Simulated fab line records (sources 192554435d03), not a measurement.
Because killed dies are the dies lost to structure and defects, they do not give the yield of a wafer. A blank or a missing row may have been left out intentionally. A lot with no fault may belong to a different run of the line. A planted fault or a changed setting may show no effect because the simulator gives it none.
Chamber matching :: flow n5Finfet :: N5_BEOL_M4_ALD_84 on aldMetal-01 has 4 sister chambers
The step deposits TaN, pulse time 2 s, purge time 3 s, co reactant purge time 2 s. 4 wafers are shown with their chamber, then 8 later ones without.

## EACH WAFER AND ITS CHAMBER
wafer: L074.2
chamber: 1
heaterPowerOuterW (W): 240

wafer: L083.6
chamber: 2
heaterPowerOuterW (W): 216

wafer: L085.5
chamber: 3
heaterPowerOuterW (W): 227

wafer: L088.1
chamber: 0
heaterPowerOuterW (W): 251

## WAFERS WHOSE CHAMBER IS MISSING
wafer: L088.2
heaterPowerOuterW (W): 228

wafer: L088.6
heaterPowerOuterW (W): 228

wafer: L086.1
heaterPowerOuterW (W): 248

wafer: L086.3
heaterPowerOuterW (W): 219

wafer: L086.4
heaterPowerOuterW (W): 237

wafer: L090.3
heaterPowerOuterW (W): 212

wafer: L090.4
heaterPowerOuterW (W): 229

wafer: L090.6
heaterPowerOuterW (W): 215

## EACH ONE'S CHAMBER
wafer: L088.2
from the rows above: 3
in truth: 3

wafer: L088.6
from the rows above: 3
in truth: 3

wafer: L086.1
from the rows above: 0
in truth: 0

wafer: L086.3
from the rows above: 2
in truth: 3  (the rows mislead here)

wafer: L086.4
from the rows above: 1
in truth: 1

wafer: L090.3
from the rows above: 2
in truth: 2

wafer: L090.4
from the rows above: 3
in truth: 3

wafer: L090.6
from the rows above: 2
in truth: 2
Correct placement for 7 of the 8. Left unplaced by these rows: 0. 1 placed wrongly.
How it was worked out, from the rows above alone: a wafer's distance from a chamber is the root of the sum, over the readings, of the square of ((its reading less the chamber's mean) divided by the reading's scatter). If the next closest chamber is less than 2 further off than the closest, the wafer can't be placed; otherwise it belongs to the closest. The mean given for a chamber averages the wafers shown for that chamber. The scatter (one wafer shown for each chamber): square how far every hidden wafer sits from the nearest shown wafer, average those squares and take the square root.
